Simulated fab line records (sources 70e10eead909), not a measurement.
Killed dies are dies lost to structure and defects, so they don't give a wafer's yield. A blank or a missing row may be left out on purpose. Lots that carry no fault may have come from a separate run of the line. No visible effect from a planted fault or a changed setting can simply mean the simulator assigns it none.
fab line records	flow nand-harc
record: lots: 6	wafers: 18	last-day: 33
route steps=1302 shown A_DECK1_JOINT@537 A_ONON_D2@545 END@1302
lots with no fault: from the same line, run without faults
start-h: hours from the record's opening day to when the first of the lot's shown wafers began	wait-h: hours since the lot's step before	" repeats the value in the row above	L1.1+2: one row covering several wafers at once	- no value, or no start was given	* or withheld: withheld	< > ~ a bound
route shown NAME@n: a module of which the file shows steps, and the number in the route of the first	usual: mean and standard deviation over wafers with no fault	same: alike in all rows	chamber/n: place in a boat	sites: the reading at each site	_std_site: their standard deviation	_edge_site: inner sites' mean taken away from outer sites' mean	radius-mm: how far each site lies from the wafer's centre	mask NAME#n: copy n	behind: the last tool/chamber to shape the wafer	hold: cause of the lot's hold/its duration in hours/its outcome	device: transistor that didn't switch, given as n, p or np	end of line: the same wafers' tests at the end of the route	for a step that has no rows: nothing shown but its recipe	killed: dies lost to structure and defects at the first sort, not the wafer's yield	map: the dies of a wafer, with x for killed, . for not killed, _ for no die there
set.NAME: setting as actually run; set.NAME@STEP: the setting as run at that earlier step	model.NAME: the simulator's own value behind a step, which no gauge read
certain route steps with their lots: each step a table, each wafer a row
services: when a tool's chamber went out of use (start-h, in hours from the record's first day, below 0 if earlier), for how many hours, and the reason
== steps ==
step: NHARC_A_DECK1_JOINT_ANNEAL_28
recipe: temp-c: 500	time-s: 1800	idle-temp-c: 400	ramp-up-c-per-min: 10	densification-p-h2o-torr: 640
step: NHARC_A_DECK1_JOINT_ANNEAL_29
recipe: temp-c: 750	time-s: 1800	idle-temp-c: 500	ramp-up-c-per-min: 10	ramp-down-c-per-min: 3
step: NHARC_A_DECK1_JOINT_CMP_02
recipe: material: SiOx
usual: edge-zone-pressure-frac: 1.000/0.0053	motor-current-A: 12.4/1.6	pad-life-wafers: 166/99
lot.wafer	tool	chamber	start-h	wait-h	edge-zone-pressure-frac	motor-current-A	pad-life-wafers
L213.1	cmp-03	1	332.97	0.4	1.009	12.0	272
L213.6	"	3	"	"	0.998	12.6	-
L213.5	"	0	"	"	1.007	15.0	-
L217.1	cmp-02	3	388.32	0.4	1.009	13.7	174
L217.3	"	0	"	"	1.006	11.6	175
L217.4	"	2	"	"	1.002	11.6	177
L221.3	cmp-01	3	417.87	0.4	0.998	13.2	108
L221.4	"	0	"	"	1.007	12.4	109
L221.1	"	2	"	"	1.003	12.7	111
L224.2	cmp-01	2	448.89	0.4	0.996	12.8	264
L224.3	"	0	"	"	0.992	12.7	266
L224.6	"	3	"	"	1.003	12.0	-
L227.3	cmp-03	0	479.83	0.5	0.996	15.5	103
L227.6	"	3	"	"	0.999	13.5	-
L227.5	"	0	"	"	0.994	15.9	-
L228.4	cmp-01	1	492.42	0.4	0.996	10.1	25
L228.1	"	3	"	"	1.003	12.4	27
L228.5	"	0	"	"	1.001	12.9	-
step: NHARC_A_DECK1_JOINT_SRD_15
step: NHARC_A_DECK1_JOINT_DEP_16
recipe: target-thk-a: 450	temp-c: 400	pressure-torr: 6.5	rf-w: 900	teos-flow-sccm: 161.4	flow-sccm: 2650	target-thk-nm: 45	gas: O2	material: SiO2
usual: heater-power-w: 583/76	throttle-valve-pct: 16.0/0.55
lot.wafer	tool	chamber	start-h	wait-h	heater-power-w	throttle-valve-pct
L213.1	pecvd-03	1	333.38	0.2	654	16.1
L213.6	"	2	"	"	576	16.5
L213.5	"	1	"	"	657	15.9
L217.1	pecvd-03	0	388.71	0.1	536	16.2
L217.3	"	2	"	"	568	16.4
L217.4	"	1	"	"	528	15.7
L221.3	pecvd-03	0	418.26	0.1	545	16.0
L221.1	"	1	"	"	685	15.7
L221.4	"	1	"	"	682	16.1
L224.2	pecvd-04	1	449.28	0.1	588	15.3
L224.3	"	0	"	"	733	17.0
L224.6	"	0	"	"	768	16.6
L227.3	pecvd-04	2	480.20	0.1	610	16.2
L227.5	"	2	"	"	625	16.0
L227.6	"	1	"	"	476	15.3
L228.1	pecvd-03	0	492.81	0.1	499	16.0
L228.5	"	0	"	"	504	16.2
L228.4	"	1	"	"	591	15.8
step: NHARC_A_DECK1_JOINT_THK_MEAS_17
recipe: thk-meas-gauge: ellipsometry
usual: thk-nm: 44.8/1.1
lot.wafer	tool	chamber	start-h	wait-h	thk-nm
L213.1	film-metro-01	-	333.60	0.2	44.1
L213.5	"	-	"	"	45.4
L213.6	"	-	"	"	44.5
L217.1	film-metro-01	-	388.99	0.3	42.8
L217.3	"	-	"	"	43.9
L217.4	"	-	"	"	45.6
L221.1	film-metro-01	-	418.54	0.2	42.1
L221.3	"	-	"	"	43.2
L221.4	"	-	"	"	44.1
L224.2	film-metro-01	-	449.57	0.3	44.3
L224.3	"	-	"	"	46.2
L224.6	"	-	"	"	44.6
L227.3	film-metro-02	-	480.48	0.3	44.3
L227.5	"	-	"	"	45.7
L227.6	"	-	"	"	44.8
L228.1	film-metro-02	-	493.06	0.2	45.5
L228.4	"	-	"	"	46.7
L228.5	"	-	"	"	43.8
step: NHARC_A_DECK1_JOINT_INSPECT_05
usual: raw-defect-count: 311/100
lot.wafer	tool	chamber	start-h	wait-h	raw-defect-count
L213.1	defect-inspect-01	-	333.63	0.0	242
L213.5	"	-	"	"	369
L213.6	"	-	"	"	511
L217.1	defect-inspect-01	-	389.03	0.0	320
L217.3	"	-	"	"	223
L217.4	"	-	"	"	427
L221.1	defect-inspect-02	-	418.57	0.0	206
L221.3	"	-	"	"	201
L221.4	"	-	"	"	241
L224.2	defect-inspect-01	-	449.60	0.0	237
L224.3	"	-	"	"	258
L224.6	"	-	"	"	250
L227.3	defect-inspect-02	-	480.52	0.0	252
L227.5	"	-	"	"	322
L227.6	"	-	"	"	212
L228.1	defect-inspect-02	-	493.10	0.0	237
L228.4	"	-	"	"	424
L228.5	"	-	"	"	389
step: NHARC_A_ONON_D2_DEP_00
recipe: target-thk-a: 10000	n2-flow-sccm: 2750	n2o-flow-sccm: 2000	nh3-flow-sccm: 500	sih4-flow-sccm: 210	temp-c: 400
step: NHARC_A_ONON_D2_THK_MEAS_02
recipe: thk-meas-gauge: ellipsometry
usual: thk-nm: 999/10
lot.wafer	tool	chamber	start-h	wait-h	thk-nm
L213.1	film-metro-02	-	334.21	-	985
L213.5	"	-	"	"	985
L213.6	"	-	"	"	983
L217.1	film-metro-01	-	389.61	-	992
L217.3	"	-	"	"	992
L217.4	"	-	"	"	993
L221.1	film-metro-01	-	419.15	-	984
L221.3	"	-	"	"	984
L221.4	"	-	"	"	986
L224.2	film-metro-01	-	450.19	-	996
L224.3	"	-	"	"	998
L224.6	"	-	"	"	998
L227.3	film-metro-01	-	481.10	-	998
L227.5	"	-	"	"	998
L227.6	"	-	"	"	998
L228.1	film-metro-01	-	493.68	-	989
L228.4	"	-	"	"	989
L228.5	"	-	"	"	990
step: NHARC_A_ONON_D2_DEP_03
recipe: target-thk-a: 10000	n2-flow-sccm: 2750	n2o-flow-sccm: 2000	nh3-flow-sccm: 500	sih4-flow-sccm: 210	temp-c: 400
step: NHARC_A_ONON_D2_THK_MEAS_05
recipe: thk-meas-gauge: ellipsometry
usual: thk-nm: 997/8.7
lot.wafer	tool	chamber	start-h	wait-h	thk-nm
L213.1	film-metro-02	-	334.78	-	1000
L213.5	"	-	"	"	998
L213.6	"	-	"	"	999
L217.1	film-metro-01	-	390.17	-	993
L217.3	"	-	"	"	994
L217.4	"	-	"	"	995
L221.1	film-metro-02	-	419.71	-	1005
L221.3	"	-	"	"	1004
L221.4	"	-	"	"	1006
L224.2	film-metro-01	-	450.76	-	990
L224.3	"	-	"	"	990
L224.6	"	-	"	"	991
L227.3	film-metro-02	-	481.67	-	1010
L227.5	"	-	"	"	1011
L227.6	"	-	"	"	1010
L228.1	film-metro-02	-	494.24	-	988
L228.4	"	-	"	"	988
L228.5	"	-	"	"	989
step: NHARC_A_ONON_D2_DEP_06
recipe: target-thk-a: 10000	n2-flow-sccm: 2750	n2o-flow-sccm: 2000	nh3-flow-sccm: 500	sih4-flow-sccm: 210	temp-c: 400
lot.wafer	tool	chamber	start-h	wait-h
L213.1+5+6	pecvd-onon-03	0	334.83	0.1
L217.1+3+4	pecvd-onon-02	0	390.23	0.1
L221.1+3+4	pecvd-onon-02	0	419.77	0.1
L224.2+3+6	pecvd-onon-03	0	450.87	0.1
L227.3+5+6	pecvd-onon-03	0	481.84	0.2
L228.1+4+5	pecvd-onon-02	0	494.30	0.1
step: NHARC_A_ONON_D2_THK_MEAS_08
recipe: thk-meas-gauge: ellipsometry
usual: thk-nm: 1003/12
lot.wafer	tool	chamber	start-h	wait-h	thk-nm
L213.1	film-metro-01	-	335.34	-	1031
L213.5	"	-	"	"	1031
L213.6	"	-	"	"	1033
L217.1	film-metro-02	-	390.74	-	529
L217.3	"	-	"	"	531
L217.4	"	-	"	"	531
L221.1	film-metro-01	-	420.28	-	544
L221.3	"	-	"	"	544
L221.4	"	-	"	"	544
L224.2	film-metro-02	-	451.32	-	1020
L224.3	"	-	"	"	1019
L224.6	"	-	"	"	1019
L227.3	film-metro-01	-	482.24	-	996
L227.5	"	-	"	"	995
L227.6	"	-	"	"	996
L228.1	film-metro-02	-	494.81	-	1005
L228.4	"	-	"	"	1005
L228.5	"	-	"	"	1004
step: NHARC_A_ONON_D2_DEP_09
recipe: target-thk-a: 10000	n2-flow-sccm: 2750	n2o-flow-sccm: 2000	nh3-flow-sccm: 500	sih4-flow-sccm: 210	temp-c: 400
step: NHARC_END_SORT_01
recipe: temp-c: 25
usual: killed-at-array: 61/26	killed-at-other: 0.8/1.1	killed-at-periphery: 4.0/2.6	killed-dies: 66/26	killed-open: 3.1/1.7	killed-short: 2.5/1.5
same: gross-dies: 677
lot.wafer	tool	chamber	start-h	wait-h	killed-at-array	killed-at-other	killed-at-periphery	killed-dies	killed-open	killed-short
L213.1	prober-01	0	626.17	2.5	103	1	5	109	4	3
L213.5	prober-01	0	629.36	3.7	98	0	10	108	2	6
L213.6	prober-01	0	630.16	4.0	97	0	5	102	3	1
L217.1	prober-02	0	690.00	2.5	672	3	2	677	2	1
L217.3	prober-02	0	691.64	3.1	667	1	9	677	6	2
L217.4	prober-02	0	692.47	3.5	671	2	4	677	2	3
L221.1	prober-01	0	710.62	2.5	674	1	2	677	3	4
L221.3	prober-01	0	712.23	3.1	676	0	1	677	3	2
L221.4	prober-01	0	713.04	3.4	671	1	5	677	1	1
killed by level:class
L213.1 A_CHANNEL_HOLE_D2:chamber-film-flake=33 A_SLIT:chamber-film-flake=28 A_CHANNEL_HOLE_D1:chamber-film-flake=24 A_CONTACT:chamber-film-flake=7 P_CONTACT:chamber-film-flake=2 P_BONDPAD:chamber-film-flake=2 A_BLC:chamber-film-flake=2 P_M1:geometric-particle:open=1
L213.5 A_SLIT:chamber-film-flake=35 A_CHANNEL_HOLE_D2:chamber-film-flake=23 A_CHANNEL_HOLE_D1:chamber-film-flake=22 P_BONDPAD:chamber-film-flake=7 A_CONTACT:chamber-film-flake=6 A_STAIRCASE:chamber-film-flake=2 P_CONTACT:geometric-particle:short=1 A_SOURCE_PLATE:geometric-particle:open=1
L213.6 A_SLIT:chamber-film-flake=32 A_CHANNEL_HOLE_D1:chamber-film-flake=30 A_CHANNEL_HOLE_D2:chamber-film-flake=22 A_CONTACT:chamber-film-flake=5 A_WL_FILL:chamber-film-flake=4 P_BONDPAD:chamber-film-flake=3 A_CHANNEL_FILL_D1:geometric-particle:open=1 A_ONON_D2:geometric-particle:open=1
L217.1 A_ONON_D2:area-dep=605 A_SLIT:chamber-film-flake=33 A_CONTACT:chamber-film-flake=13 A_CHANNEL_HOLE_D2:chamber-film-flake=8 A_CHANNEL_HOLE_D1:chamber-film-flake=6 THIN_TSV:chamber-film-flake=3 P_GATE:chamber-film-flake=2 A_CHANNEL_FILL_D2:chamber-film-flake=2
L217.3 A_ONON_D2:area-dep=592 A_SLIT:chamber-film-flake=29 A_CONTACT:chamber-film-flake=16 A_CHANNEL_HOLE_D1:chamber-film-flake=10 A_CHANNEL_HOLE_D2:chamber-film-flake=10 P_GATE:chamber-film-flake=6 A_CHANNEL_FILL_D1:geometric-particle:open=2 A_STAIRCASE:chamber-film-flake=2
L217.4 A_ONON_D2:area-dep=613 A_SLIT:chamber-film-flake=29 A_CHANNEL_HOLE_D2:chamber-film-flake=12 A_CONTACT:chamber-film-flake=5 P_GATE:chamber-film-flake=3 A_CHANNEL_FILL_D2:chamber-film-flake=3 A_WL_FILL:geometric-particle:short=2 A_CHANNEL_HOLE_D1:chamber-film-flake=2
L221.1 A_ONON_D2:area-dep=652 A_CHANNEL_HOLE_D1:chamber-film-flake=7 A_SLIT:chamber-film-flake=3 P_M0:chamber-film-flake=2 A_DECK1_JOINT:chamber-film-flake=2 A_CONTACT:chamber-film-flake=2 A_CHANNEL_HOLE_D1:geometric-particle:short=1 A_CHANNEL_FILL_D1:geometric-particle:open=1
L221.3 A_ONON_D2:area-dep=649 A_CHANNEL_HOLE_D1:chamber-film-flake=9 A_CONTACT:chamber-film-flake=6 A_DECK1_JOINT:chamber-film-flake=3 A_STAIRCASE:chamber-film-flake=3 A_DECK1_JOINT:geometric-particle:open=1 A_ONON_D2:geometric-particle:open=1 A_STAIRCASE:geometric-particle:short=1
L221.4 A_ONON_D2:area-dep=652 A_CHANNEL_HOLE_D1:chamber-film-flake=11 P_M0:chamber-film-flake=4 A_DECK1_JOINT:chamber-film-flake=4 A_CONTACT:chamber-film-flake=2 A_CHANNEL_FILL_D2:geometric-particle:open=1 A_WL_FILL:geometric-particle:short=1 P_GATE:chamber-film-flake=1
map L217.1 (x killed, . not)
____________x____________
_________xxxxxxx_________
_______xxxxxxxxxxx_______
______xxxxxxxxxxxxx______
_____xxxxxxxxxxxxxxx_____
____xxxxxxxxxxxxxxxxx____
____xxxxxxxxxxxxxxxxx____
___xxxxxxxxxxxxxxxxxxx___
___xxxxxxxxxxxxxxxxxxx___
__xxxxxxxxxxxxxxxxxxxxx__
__xxxxxxxxxxxxxxxxxxxxx__
_xxxxxxxxxxxxxxxxxxxxxxx_
_xxxxxxxxxxxxxxxxxxxxxxx_
_xxxxxxxxxxxxxxxxxxxxxxx_
_xxxxxxxxxxxxxxxxxxxxxxx_
_xxxxxxxxxxxxxxxxxxxxxxx_
xxxxxxxxxxxxxxxxxxxxxxxxx
xxxxxxxxxxxxxxxxxxxxxxxxx
xxxxxxxxxxxxxxxxxxxxxxxxx
xxxxxxxxxxxxxxxxxxxxxxxxx
xxxxxxxxxxxxxxxxxxxxxxxxx
_xxxxxxxxxxxxxxxxxxxxxxx_
_xxxxxxxxxxxxxxxxxxxxxxx_
_xxxxxxxxxxxxxxxxxxxxxxx_
_xxxxxxxxxxxxxxxxxxxxxxx_
_xxxxxxxxxxxxxxxxxxxxxxx_
__xxxxxxxxxxxxxxxxxxxxx__
__xxxxxxxxxxxxxxxxxxxxx__
___xxxxxxxxxxxxxxxxxxx___
___xxxxxxxxxxxxxxxxxxx___
____xxxxxxxxxxxxxxxxx____
____xxxxxxxxxxxxxxxxx____
_____xxxxxxxxxxxxxxx_____
______xxxxxxxxxxxxx______
_______xxxxxxxxxxx_______
_________xxxxxxx_________
____________x____________
map L221.1 (x killed, . not)
____________x____________
_________xxxxxxx_________
_______xxxxxxxxxxx_______
______xxxxxxxxxxxxx______
_____xxxxxxxxxxxxxxx_____
____xxxxxxxxxxxxxxxxx____
____xxxxxxxxxxxxxxxxx____
___xxxxxxxxxxxxxxxxxxx___
___xxxxxxxxxxxxxxxxxxx___
__xxxxxxxxxxxxxxxxxxxxx__
__xxxxxxxxxxxxxxxxxxxxx__
_xxxxxxxxxxxxxxxxxxxxxxx_
_xxxxxxxxxxxxxxxxxxxxxxx_
_xxxxxxxxxxxxxxxxxxxxxxx_
_xxxxxxxxxxxxxxxxxxxxxxx_
_xxxxxxxxxxxxxxxxxxxxxxx_
xxxxxxxxxxxxxxxxxxxxxxxxx
xxxxxxxxxxxxxxxxxxxxxxxxx
xxxxxxxxxxxxxxxxxxxxxxxxx
xxxxxxxxxxxxxxxxxxxxxxxxx
xxxxxxxxxxxxxxxxxxxxxxxxx
_xxxxxxxxxxxxxxxxxxxxxxx_
_xxxxxxxxxxxxxxxxxxxxxxx_
_xxxxxxxxxxxxxxxxxxxxxxx_
_xxxxxxxxxxxxxxxxxxxxxxx_
_xxxxxxxxxxxxxxxxxxxxxxx_
__xxxxxxxxxxxxxxxxxxxxx__
__xxxxxxxxxxxxxxxxxxxxx__
___xxxxxxxxxxxxxxxxxxx___
___xxxxxxxxxxxxxxxxxxx___
____xxxxxxxxxxxxxxxxx____
____xxxxxxxxxxxxxxxxx____
_____xxxxxxxxxxxxxxx_____
______xxxxxxxxxxxxx______
_______xxxxxxxxxxx_______
_________xxxxxxx_________
____________x____________
== services ==
tool	chamber	start-h	hours	kind
pecvd-03	0	320.85	1.7	repair
cmp-02	-	330.62	4.0	pm
cmp-01	-	332.68	0.9	repair
cmp-03	-	337.91	0.4	repair
cmp-03	-	358.08	4.0	pm
pecvd-04	0	361.05	6.1	repair
cmp-01	-	361.38	0.3	repair
pecvd-03	1	365.62	5.0	repair
pecvd-onon-02	-	366.00	13.0	pm
pecvd-03	-	366.52	13.0	pm
pecvd-03	0	366.52	13.0	vent-cycle
pecvd-03	2	366.52	13.0	vent-cycle
pecvd-onon-03	-	378.20	5.9	repair
cmp-03	-	378.60	6.1	repair
pecvd-03	0	379.52	-	clean
cmp-01	-	381.50	4.0	pm
pecvd-onon-03	-	408.33	13.0	pm
cmp-02	-	428.66	4.0	pm
cmp-03	-	436.07	3.7	repair
cmp-01	-	445.77	0.5	repair
pecvd-04	-	450.55	13.0	pm
cmp-03	-	456.08	4.0	pm
cmp-02	-	467.69	15.1	repair
cmp-01	-	479.50	4.0	pm
== key ==
first-sign: step: NHARC_A_ONON_D2_THK_MEAS_08	reading: thk-nm	direction: down	sigmas: 39	usual: 1003	struck: 537
effect: step: NHARC_END_SORT_01	reading: killed-at-array	direction: up	sigmas: 24	usual: 61	struck: 672
more-kills-born-at: NHARC_A_ONON_D2_DEP_06@pecvd-onon-02: 3763
met-at NHARC_A_ONON_D2_DEP_06
struck-wafers L217.1,L217.3,L217.4,L221.1,L221.3,L221.4
later-rows-left-out L217.1,L217.3,L217.4,L221.1,L221.3,L221.4
tester-left-out L217,L221
fault: kind: process-parameter-drift	tool: pecvd-onon-02	chamber: -	onset-h: 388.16	steps: NHARC_A_ONON_D2_DEP_06	channel: target-thk-a	offset: *	shape: step	end-h: 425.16	acts-in: *	stated: *
tester-left-out: of these lots the tester's yield and bins aren't shown, on N5 and GAA mostly nor the transistor test; their killed dies are dies lost to structure and defects alone, not to doping, threshold or leakage, so they don't give the yield
later-rows-left-out: the simulator's readings of these wafers behind a module that went badly wrong aren't trusted and aren't shown, but for the sort
